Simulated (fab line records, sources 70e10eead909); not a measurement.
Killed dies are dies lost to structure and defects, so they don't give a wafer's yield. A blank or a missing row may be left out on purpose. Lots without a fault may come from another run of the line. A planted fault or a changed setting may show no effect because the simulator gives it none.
Chamber matching | flow nand_harc | NHARC_A_CONTACT_ALD_18 on ald_metal-03: 4 sister chambers
The step deposits TiN, target thk 3 nm, pulse time 1 s, ald cycles 150. 8 wafers are shown with their chamber, then 8 later ones without.

WAFERS WITH THEIR CHAMBER
wafer  | chamber | heater_power_w (W) | precursor_pulse_height_rel
L083.6 | 0       | 1174               | 1.012
L088.2 | 3       | 1166               | 0.994
L088.3 | 1       | 1038               | 0.999
L088.5 | 2       | 1095               | 1.002
L091.2 | 2       | 1055               | 1.017
L091.5 | 1       | 1068               | 1.023
L091.6 | 0       | 1169               | 1.020
L092.2 | 3       | 1126               | 0.977

WAFERS WITHOUT THEIR CHAMBER
wafer  | heater_power_w (W) | precursor_pulse_height_rel
L092.4 | 1067               | 0.997
L092.5 | 1073               | 0.971
L096.1 | 1070               | 0.996
L096.2 | 1194               | 1.013
L096.4 | 1089               | 1.008
L094.1 | 1116               | 1.007
L094.3 | 1070               | 0.996
L094.5 | 1053               | 0.991

WHICH CHAMBER EACH WENT THROUGH
wafer  | from the rows above               | in truth
L092.4 | can't be placed: 2 or 1           | 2
L092.5 | can't be placed: 2 or 3 or 1      | 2
L096.1 | can't be placed: 2 or 1           | 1
L096.2 | 0                                 | 0
L096.4 | can't be placed: 2 or 1           | 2
L094.1 | can't be placed: 2 or 3 or 0 or 1 | 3
L094.3 | can't be placed: 2 or 1           | 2
L094.5 | can't be placed: 1 or 2           | 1
Placed correctly: 1 of 8. Can't be placed from these rows: 7 (the true chamber is among the candidates in 7). Placed wrongly: 0.
How it was worked out, from the rows above alone: a wafer's distance from a chamber is the root of the sum, over the readings, of the square of ((its reading less the chamber's mean) divided by the reading's scatter). The wafer belongs to the nearest chamber; if the next one is less than 2 further off, it can't be placed. A chamber's mean is the mean of its shown wafers. The scatter: the root of (the sum of the squares of (reading less its chamber's mean) over the shown wafers, divided by (wafers less chambers)).
